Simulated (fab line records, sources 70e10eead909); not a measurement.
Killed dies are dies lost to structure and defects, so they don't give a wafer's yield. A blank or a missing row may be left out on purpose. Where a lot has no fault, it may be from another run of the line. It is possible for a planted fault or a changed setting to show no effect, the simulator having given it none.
A struck lot beside a sound one + flow nand-harc + 25 steps out of a route of 1302
Sound: the wafers L930.1, L930.5, L930.6. Wafers struck: L938.1, L938.3, L938.4. At the end, the cause is stated.
For every step that has rows: the tool of each side, followed by ch and its chambers, followed by its first start. Under that, the readings that differ: sound wafers + struck wafers + difference of the means + sigmas: that difference in standard deviations of wafers without a fault.
alike: a reading whose means differ by less than 2 such deviations, as well as words and numbers matching on both sides. not compared: withheld readings; readings where some wafer has no value; bounds like >300 that might hide an equal value; numbers whose values overlap and for which the record gives no deviation.
Wherever a step has rows on one side only, a row that says differs or no value, or a row with sigmas, the two part there. Numbers that have no deviation but don't overlap get no sigmas and don't part them. A reading missing from all wafers of one side parts the sides only when that side holds two or more wafers.

first, 1 step without rows for these wafers: NHARC_P_CONTACT_DEP_30 (deposits SiNx, target thk 30 nm).
NHARC_P_CONTACT_DEP_00: deposits SiO2, target thk 500 nm.
  sound: pecvd-01 ch 0,2; struck: pecvd-01 ch 0,2
  alike: heater-power-w, throttle-valve-pct
NHARC_P_CONTACT_CMP_01: polishes SiO2, target thk 200 nm.
  sound on cmp-03 ch 0,1,3, day 8 17:00; struck on cmp-03 ch 0,2,3, day 12 01:40
  alike: motor-current-A, slurry-filter-dp-kPa
then, 8 steps without rows for these wafers: NHARC_P_CONTACT_SRD_03; NHARC_P_CONTACT_DEHYDRATE_04 (time 120 s); NHARC_P_CONTACT_HMDS_05 (time 30 s); NHARC_P_CONTACT_COAT_33 (time 75 s); NHARC_P_CONTACT_COAT_34 (time 65 s); NHARC_P_CONTACT_COAT_06 (resist thk 90 nm); NHARC_P_CONTACT_SOFTBAKE_07 (time 55 s); NHARC_P_CONTACT_EBR_08.
NHARC_P_CONTACT_EXPOSE_09: exposes mask P CA, target cd 90 nm.
  sound on arfi-scanner-02 ch 0, day 8 17:38; struck on arfi-scanner-02 ch 0, day 12 02:14
| reading              | sound             | struck            | difference | sigmas |
|----------------------|-------------------|-------------------|------------|--------|
| exposure-dose-mJ-cm2 | 81.48 81.41 81.55 | 87.01 86.99 87.06 | +5.54      | +31    |
  alike: mask
then, 2 steps without rows for these wafers: NHARC_P_CONTACT_PEB_10 (peb time 65 s); NHARC_P_CONTACT_DEVELOP_11 (develop time 35 s).
NHARC_P_CONTACT_CD_MEAS_12 targets a cd of 90 nm.
  sound on cd-sem-01 ch 0, day 8 17:47; struck on cd-sem-03 ch 0, day 12 02:22
| reading    | sound          | struck         | difference | sigmas |
|------------|----------------|----------------|------------|--------|
| cd-nm (nm) | 91.8 91.0 90.2 | 94.0 94.6 93.3 | +3.0       | +4     |
NHARC_P_CONTACT_OVL_MEAS_13:
  sound on overlay-01 at day 8 17:52; struck on overlay-02 at day 12 02:28
  alike: overlay-x-nm, overlay-y-nm
NHARC_P_CONTACT_INSPECT_14:
  sound on defect-inspect-02 at day 8 17:55; struck on defect-inspect-02 at day 12 02:29
  alike: raw-defect-count
NHARC_P_CONTACT_DESCUM_17: chemistry O2, time 3 s.
  sound on rie-diel-07 ch 1,2,3, day 8 17:59; struck on rie-diel-04 ch 1,3, day 12 02:34
| reading                    | sound             | struck           | difference | sigmas |
|----------------------------|-------------------|------------------|------------|--------|
| model.P_CONTACT.cd-nm (nm) | 91.51 90.14 90.69 | 93.88 94.68 92.9 | +3.04      |        |
  alike: drypump-motor-current-A, oes-product-au, rf-vpp-V, showerhead-plenum-p-Torr, throttle-valve-pct
  not compared: rf-hours-counter-h
NHARC_P_CONTACT_ETCH_35: etches the open film in CF4, target depth 39 nm, time 65 s.
  sound on rie-diel-07 ch 2,3, day 8 18:04; struck on rie-diel-04 ch 1,3, day 12 02:40
  alike: drypump-motor-current-A, oes-product-au, rf-vpp-V, showerhead-plenum-p-Torr, throttle-valve-pct
  not compared: rf-hours-counter-h
NHARC_P_CONTACT_ETCH_36: etches the open film in N2/H2, target depth 260 nm, time 406.25 s.
  sound: rie-diel-07 ch 0,1,3; struck: rie-diel-04 ch 1,3
  alike: drypump-motor-current-A, n2-flow-sccm, oes-product-au, rf-vpp-V, showerhead-plenum-p-Torr, throttle-valve-pct
  not compared: rf-hours-counter-h
NHARC_P_CONTACT_ETCH_18: etches the open film in C4F8/O2/Ar, target depth 481 nm, time 240.5 s.
  sound: rie-diel-07 ch 0,3; struck: rie-diel-04 ch 2,3
  alike: oes-product-au, rf-vpp-V
  not compared: rf-hours-counter-h
then, 1 step without rows for these wafers: NHARC_P_CONTACT_STRIP_37 (strips in C4F8/O2/Ar).
NHARC_P_CONTACT_ETCH_31: etches the open film in CH3F/O2, target depth 30 nm, time 85.7 s.
  sound: rie-diel-07 ch 2,3; struck: rie-diel-04 ch 1,3
| reading                    | sound             | struck            | difference | sigmas |
|----------------------------|-------------------|-------------------|------------|--------|
| model.P_CONTACT.cd-nm (nm) | 90.26 87.27 90.24 | 94.47 93.17 93.87 | +4.58      |        |
  alike: drypump-motor-current-A, oes-product-au, rf-vpp-V, showerhead-plenum-p-Torr, throttle-valve-pct
  not compared: rf-hours-counter-h
NHARC_P_CONTACT_CD_MEAS_19:
  sound on cd-sem-01 at day 8 18:50; struck on cd-sem-02 at day 12 03:35
| reading    | sound          | struck         | difference | sigmas |
|------------|----------------|----------------|------------|--------|
| cd-nm (nm) | 90.4 87.2 90.2 | 94.9 93.3 94.0 | +4.8       | +3     |
-- jump in the record: it breaks off in module P_CONTACT and resumes in module END (first step shown: number 1302 of the route), and 18 days separate the struck wafers' starts before and after --
NHARC_END_SORT_01:
  here the record holds rows for the struck wafers (prober-01 ch 0, day 30 11:50) but none for the sound ones

## WHERE THEY PART
Earliest at NHARC_P_CONTACT_EXPOSE_09; latest, in this record, at NHARC_END_SORT_01.

WHY: what the simulator had put in
Process parameter drift: arfi-scanner-02, from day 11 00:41 on, at NHARC_P_CONTACT_EXPOSE_09. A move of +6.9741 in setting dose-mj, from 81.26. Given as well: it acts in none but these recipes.
